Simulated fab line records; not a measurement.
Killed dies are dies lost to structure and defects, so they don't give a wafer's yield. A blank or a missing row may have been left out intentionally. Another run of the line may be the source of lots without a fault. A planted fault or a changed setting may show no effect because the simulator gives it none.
fab line records	flow nandHarc
[record] lots = 6	wafers = 18	lastDay = 24
route steps=1159 shown A_CONTACT@957 A_BLC@964 END@1159
lots that met no fault: from a run of the same line without faults
startH: hours from the record's first day to the start of the lot's first wafer shown	waitH: how many hours have passed since the lot's step before this one	" repeats the value in the row above	L1.1+2: a single row standing in for several wafers	- no value, or no start given	* or withheld: withheld	< > ~ a bound
route shown NAME@n: a module of which the file shows steps, and the number in the route of the first	usual: mean/standard deviation taken from wafers without a fault	same: alike in all rows	chamber/n: place in a boat	sites: readings site by site	_std_site: the values' standard deviation	_edge_site: inner sites' mean taken away from outer sites' mean	radiusMm: how far each site lies from the wafer's centre	mask NAME#n: copy n	behind: the tool/chamber that last shaped the wafer	hold: cause of the lot's hold/its duration in hours/its outcome	device: names the non-switching transistor (n, p or np)	end of line: at the end of the route, the tests of the same wafers	step lacking rows: just its recipe	killed: dies that structure and defects cost at the first sort, which is not the same as the wafer's yield	map: a wafer's dies, x killed, . not, _ none there
set.NAME: setting as actually run; set.NAME@STEP: the setting as run at that earlier step	model.NAME: the simulator's own value behind a step, which no gauge read
a table for each step, a row for each wafer; lots at some steps of the route
services: the hour from which a tool's chamber was out of use, counted from the record's first day as startH (under 0 if before that day), plus the number of hours and why
[[steps]]
[step NHARC_A_CONTACT_STRIP_27]
[recipe] timeS = 600	tempC = 30	chemistry = postEtchResidueRemover
[step NHARC_A_CONTACT_ALD_18]
[recipe] targetThkA = 30	pulseTimeS = 1	aldCycles = 150	tempC = 450	material = TiN
[usual] heaterPowerW = 1061/87	precursorPulseHeightRel = 0.999/0.023
lot.wafer	tool	chamber	startH	waitH	heaterPowerW	precursorPulseHeightRel
L908.3	aldMetal-01	2	390.57	-	1125	1.005
L908.4	"	0	"	"	1163	1.065
L908.5	"	2	"	"	1112	0.977
L912.1	aldMetal-04	2	416.53	-	1039	1.003
L912.3	"	0	"	"	1070	1.015
L912.4	"	1	"	"	950	1.028
L917.2	aldMetal-01	3	455.01	-	1043	0.953
L917.1	"	0	"	"	1168	0.986
L917.4	"	3	"	"	1044	1.045
L923.1	aldMetal-02	1	482.98	-	1121	0.996
L923.2	"	3	"	"	1163	0.990
L923.5	"	2	"	"	896	1.011
L929.3	aldMetal-01	0	520.48	-	1166	0.999
L929.4	"	2	"	"	1107	1.015
L929.1	"	3	"	"	996	1.002
L930.4	aldMetal-01	1	528.27	-	1125	1.021
L930.2	"	2	"	"	1136	1.028
L930.6	"	1	"	"	1095	1.009
[step NHARC_A_CONTACT_CVD_19]
[recipe] targetThkA = 3000	tempC = 300	pressureTorr = 40	wf6FlowSccm = 40	h2FlowSccm = 1600	arFlowSccm = 1560	timeS = 802	material = W
[usual] heaterPowerW = 468/11	throttleValvePct = 8.11/0.28
lot.wafer	tool	chamber	startH	waitH	heaterPowerW	throttleValvePct
L908.3	cvdW-02	1	-	-	468	8.40
L908.4	"	0	"	"	485	8.28
L908.5	"	0	"	"	478	8.13
L912.1	cvdW-02	1	-	-	465	8.44
L912.3	"	1	"	"	459	8.49
L912.4	"	0	"	"	484	8.02
L917.1	cvdW-01	1	-	-	462	7.98
L917.2	"	0	"	"	477	7.84
L917.4	"	0	"	"	464	8.23
L923.2	cvdW-02	0	-	-	488	7.85
L923.1	"	1	"	"	466	8.16
L923.5	"	0	"	"	481	8.08
L929.1	cvdW-02	0	-	-	474	7.99
L929.4	"	1	"	"	468	8.59
L929.3	"	0	"	"	476	8.15
L930.2	cvdW-01	1	-	-	449	7.91
L930.4	"	0	"	"	454	8.07
L930.6	"	1	"	"	455	8.04
[step NHARC_A_CONTACT_CMP_20]
[recipe] tOverpolishS = 30	targetThkNm = 300
[usual] motorCurrentA = 12.1/1	overpolishRunS = 30.000/0.0091	retainingRingPressureFrac = 1.000/0.0052	timeToEndpointS = 58/3.2
[same] tOverpolishS = 30
lot.wafer	tool	chamber	startH	waitH	motorCurrentA	overpolishRunS	retainingRingPressureFrac	timeToEndpointS
L908.3	cmp-02	2	397.07	0.6	11.8	30.011	1.000	60
L908.4	"	3	"	"	12.5	30.008	1.003	57
L908.5	"	0	"	"	12.5	30.011	1.002	59
L912.4	cmp-04	0	417.61	0.4	12.4	30.006	1.005	60
L912.3	"	1	"	"	12.5	30.001	0.992	55
L912.1	"	3	"	"	12.7	29.993	0.991	56
L917.2	cmp-04	0	460.25	0.7	13.5	30.005	1.010	60
L917.4	"	1	"	"	13.1	30.007	0.999	64
L917.1	"	3	"	"	13.1	29.991	1.007	62
L923.2	cmp-01	1	489.99	0.8	14.7	29.998	0.992	63
L923.1	"	2	"	"	10.0	29.995	1.002	57
L923.5	"	0	"	"	12.4	30.001	0.997	62
L929.4	cmp-01	2	522.36	0.5	9.5	30.002	1.001	61
L929.3	"	0	"	"	12.1	30.003	0.999	60
L929.1	"	1	"	"	15.2	30.005	1.001	61
L930.2	cmp-04	1	533.72	0.8	12.3	30.009	0.995	60
L930.4	"	2	"	"	11.3	30.012	1.000	58
L930.6	"	1	"	"	12.3	30.000	1.003	60
[step NHARC_A_CONTACT_SRD_22]
[step NHARC_A_CONTACT_INSPECT_23]
[usual] rawDefectCount = 447/130
lot.wafer	tool	chamber	startH	waitH	rawDefectCount
L908.3	defectInspect-01	-	397.42	0.1	362
L908.4	"	-	"	"	292
L908.5	"	-	"	"	379
L912.1	defectInspect-02	-	418.02	0.1	303
L912.3	"	-	"	"	276
L912.4	"	-	"	"	466
L917.1	defectInspect-01	-	460.66	0.1	539
L917.2	"	-	"	"	489
L917.4	"	-	"	"	587
L923.1	defectInspect-01	-	490.34	0.1	371
L923.2	"	-	"	"	502
L923.5	"	-	"	"	406
L929.1	defectInspect-01	-	522.76	0.1	357
L929.3	"	-	"	"	443
L929.4	"	-	"	"	579
L930.2	defectInspect-02	-	534.10	0.1	339
L930.4	"	-	"	"	330
L930.6	"	-	"	"	416
[step NHARC_A_BLC_DEHYDRATE_00]
[recipe] tempC = 150	timeS = 120
[step NHARC_A_BLC_HMDS_01]
[recipe] timeS = 30
[step NHARC_A_BLC_COAT_02]
[recipe] tempC = 260	timeS = 75
[step NHARC_A_BLC_COAT_03]
[recipe] tempC = 225	timeS = 65
[step NHARC_A_BLC_COAT_04]
[recipe] spinRpm = 1500	resistThkNm = 90
[step NHARC_A_BLC_SOFTBAKE_05]
[recipe] tempC = 105	timeS = 55
[usual] heaterPowerTotalW = 188.44/0.13
lot.wafer	tool	chamber	startH	waitH	heaterPowerTotalW
L908.3	lithoTrack-04	0	397	-	188.45
L908.4	"	0	"	"	188.21
L908.5	"	0	"	"	188.52
L912.1	lithoTrack-06	0	418	-	188.47
L912.3	"	0	"	"	188.46
L912.4	"	0	"	"	188.60
L917.1	lithoTrack-06	0	460	-	177.78
L917.2	"	0	"	"	177.93
L917.4	"	0	"	"	177.87
L923.1	lithoTrack-06	0	490	-	178.05
L923.2	"	0	"	"	177.82
L923.5	"	0	"	"	177.75
L929.1	lithoTrack-01	0	522	-	188.38
L929.3	"	0	"	"	188.23
L929.4	"	0	"	"	188.49
L930.2	lithoTrack-04	0	534	-	188.73
L930.4	"	0	"	"	188.51
L930.6	"	0	"	"	188.41
[step NHARC_A_BLC_EBR_06]
[step NHARC_END_SORT_01]
[recipe] tempC = 25
[usual] killedAtArray = 24/8.8	killedAtOther = 0.7/0.99	killedAtPeriphery = 3.5/2.6	killedDies = 28/9.3	killedOpen = 3.2/1.7	killedShort = 1.7/1.4
[same] grossDies = 677
lot.wafer	tool	chamber	startH	waitH	killedAtArray	killedAtOther	killedAtPeriphery	killedDies	killedOpen	killedShort
L908.3	prober-02	0	449.62	3.1	16	1	1	18	1	0
L908.4	prober-02	0	450.42	3.4	24	1	0	25	3	3
L908.5	prober-02	0	451.23	3.7	21	2	4	27	7	1
L917.1	prober-02	0	514.02	2.5	26	0	1	27	3	0
L917.2	prober-02	0	514.82	2.8	26	0	2	28	2	0
L917.4	prober-02	0	516.42	3.4	23	0	4	27	4	3
L923.1	prober-02	0	543.77	2.5	24	0	12	36	2	0
L923.2	prober-02	0	544.57	2.8	20	0	9	29	3	3
L923.5	prober-02	0	546.98	3.7	28	0	6	34	3	3
L929.1	prober-02	0	570.03	2.5	28	0	2	30	1	6
L929.3	prober-02	0	571.62	3.1	34	1	2	37	5	0
L929.4	prober-02	0	572.41	3.4	15	1	1	17	1	1
// killed by level:class
L908.3 A_CHANNEL_HOLE_D1:chamberFilmFlake=11 A_WL_FILL:geometricParticle:open=1 P_BONDPAD:chamberFilmFlake=1 A_STAIRCASE:chamberFilmFlake=1 A_SLIT:chamberFilmFlake=1 A_WL_FILL:chamberFilmFlake=1 A_CONTACT:chamberFilmFlake=1 THIN_TSV:chamberFilmFlake=1
L908.4 A_CHANNEL_HOLE_D1:chamberFilmFlake=10 A_WL_FILL:chamberFilmFlake=5 A_WL_FILL:geometricParticle:short=2 A_CONTACT:geometricParticle:open=2 A_SLIT:chamberFilmFlake=2 A_SGD_CUT:geometricParticle:short=1 A_BLC:geometricParticle:open=1 A_STAIRCASE:chamberFilmFlake=1
L908.5 A_CHANNEL_HOLE_D1:chamberFilmFlake=11 A_CONTACT:geometricParticle:open=3 A_WL_FILL:chamberFilmFlake=3 THIN_TSV:chamberFilmFlake=2 P_M0:geometricParticle:open=1 P_M1:geometricParticle:open=1 P_M2:geometricParticle:open=1 A_CONTACT:geometricParticle:short=1
L917.1 A_SLIT:chamberFilmFlake=10 A_CONTACT:chamberFilmFlake=5 A_CHANNEL_HOLE_D1:chamberFilmFlake=2 A_STAIRCASE:chamberFilmFlake=2 A_SGD_CUT:chamberFilmFlake=2 A_WL_FILL:chamberFilmFlake=2 P_M1:geometricParticle:open=1 A_CHANNEL_HOLE_D1:geometricParticle:open=1
L917.2 A_SLIT:chamberFilmFlake=12 A_WL_FILL:chamberFilmFlake=5 A_CONTACT:chamberFilmFlake=4 A_CHANNEL_HOLE_D1:chamberFilmFlake=2 P_CONTACT:geometricParticle:open=1 A_BLC:geometricParticle:open=1 P_M2:chamberFilmFlake=1 A_STAIRCASE:chamberFilmFlake=1
L917.4 A_CONTACT:chamberFilmFlake=9 A_SLIT:chamberFilmFlake=6 A_WL_FILL:chamberFilmFlake=2 P_CONTACT:geometricParticle:open=1 P_M1:geometricParticle:short=1 P_M1:geometricParticle:open=1 A_CHANNEL_HOLE_D1:geometricParticle:short=1 A_CONTACT:geometricParticle:open=1
L923.1 A_SLIT:chamberFilmFlake=13 P_CONTACT:chamberFilmFlake=8 P_GATE:chamberFilmFlake=4 A_CHANNEL_HOLE_D1:chamberFilmFlake=3 A_CONTACT:chamberFilmFlake=3 A_CHANNEL_FILL_D1:chamberFilmFlake=2 A_SGD_CUT:geometricParticle:open=1 A_BLC:geometricParticle:open=1
L923.2 A_SLIT:chamberFilmFlake=8 P_CONTACT:chamberFilmFlake=5 A_CHANNEL_HOLE_D1:chamberFilmFlake=4 A_CONTACT:chamberFilmFlake=3 A_CHANNEL_FILL_D1:chamberFilmFlake=2 P_STI:geometricParticle:short=1 P_M1:geometricParticle:open=1 P_M2:geometricParticle:open=1
L923.5 A_SLIT:chamberFilmFlake=16 A_CHANNEL_HOLE_D1:chamberFilmFlake=5 A_WL_FILL:geometricParticle:short=3 P_CONTACT:chamberFilmFlake=2 P_GATE:geometricParticle:open=1 P_M1:geometricParticle:open=1 A_BLC:geometricParticle:open=1 P_GATE:chamberFilmFlake=1
L929.1 A_SLIT:chamberFilmFlake=13 A_STAIRCASE:chamberFilmFlake=3 A_CONTACT:chamberFilmFlake=3 A_WL_FILL:geometricParticle:short=2 A_CHANNEL_HOLE_D1:chamberFilmFlake=2 P_GATE:geometricParticle:short=1 A_ONON_D1:geometricParticle:short=1 A_CHANNEL_HOLE_D1:geometricParticle:short=1
L929.3 A_SLIT:chamberFilmFlake=10 A_CHANNEL_HOLE_D1:chamberFilmFlake=8 A_CONTACT:chamberFilmFlake=6 A_STAIRCASE:chamberFilmFlake=5 P_M1:geometricParticle:open=1 P_M2:geometricParticle:open=1 A_CHANNEL_FILL_D1:geometricParticle:open=1 A_CONTACT:geometricParticle:open=1
L929.4 A_SLIT:chamberFilmFlake=7 A_CHANNEL_HOLE_D1:chamberFilmFlake=2 A_CONTACT:chamberFilmFlake=2 A_ONON_D1:geometricParticle:short=1 A_M0:geometricParticle:open=1 P_M0:chamberFilmFlake=1 A_CHANNEL_FILL_D1:chamberFilmFlake=1 A_STAIRCASE:chamberFilmFlake=1
[[services]]
tool	chamber	startH	hours	kind
cmp-01	-	375.50	4.0	pm
cvdW-02	-	381.40	13.0	pm
cmp-04	-	399.06	4.0	pm
aldMetal-04	-	406.00	10.0	pm
cmp-01	-	408.23	0.9	repair
cmp-02	-	422.50	4.0	pm
cmp-01	-	429.98	2.0	repair
cmp-04	-	431.73	0.6	repair
aldMetal-01	1	437.14	5.4	repair
lithoTrack-01	-	443.00	7.0	pm
aldMetal-01	2	445.63	12.1	repair
aldMetal-04	1	448.65	3.8	repair
aldMetal-01	-	458.00	10.0	pm
lithoTrack-06	-	467.00	7.0	pm
cmp-04	-	471.75	1.2	repair
cmp-01	-	473.50	4.0	pm
cvdW-01	-	477.09	13.0	pm
aldMetal-04	3	479.88	30.5	repair
aldMetal-04	-	488.95	1.2	repair
lithoTrack-04	-	491.00	7.0	pm
cmp-04	-	497.06	4.0	pm
aldMetal-01	-	497.90	0.2	repair
cmp-04	-	502.33	0.8	repair
cmp-04	-	527.14	3.0	repair
[[key]]
[firstSign] step = NHARC_A_BLC_SOFTBAKE_05	reading = heaterPowerTotalW	direction = down	sigmas = 81	usual = *	struck = *
effect none on later readings
metAt NHARC_A_BLC_SOFTBAKE_05
struckWafers L917.1,L917.2,L917.4,L923.1,L923.2,L923.5
testerLeftOut L917,L923
onsetBetween 418 460
[fault] kind = processParameterDrift	tool = lithoTrack-06	chamber = -	onsetH = 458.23	steps = NHARC_A_BLC_SOFTBAKE_05	channel = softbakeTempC	offset = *	shape = step	endH = 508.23	actsIn = *	stated = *
// testerLeftOut: of these lots the tester's yield and bins aren't shown, on N5 and GAA mostly nor the transistor test; their killed dies are dies lost to structure and defects alone, not to doping, threshold or leakage, so they don't give the yield
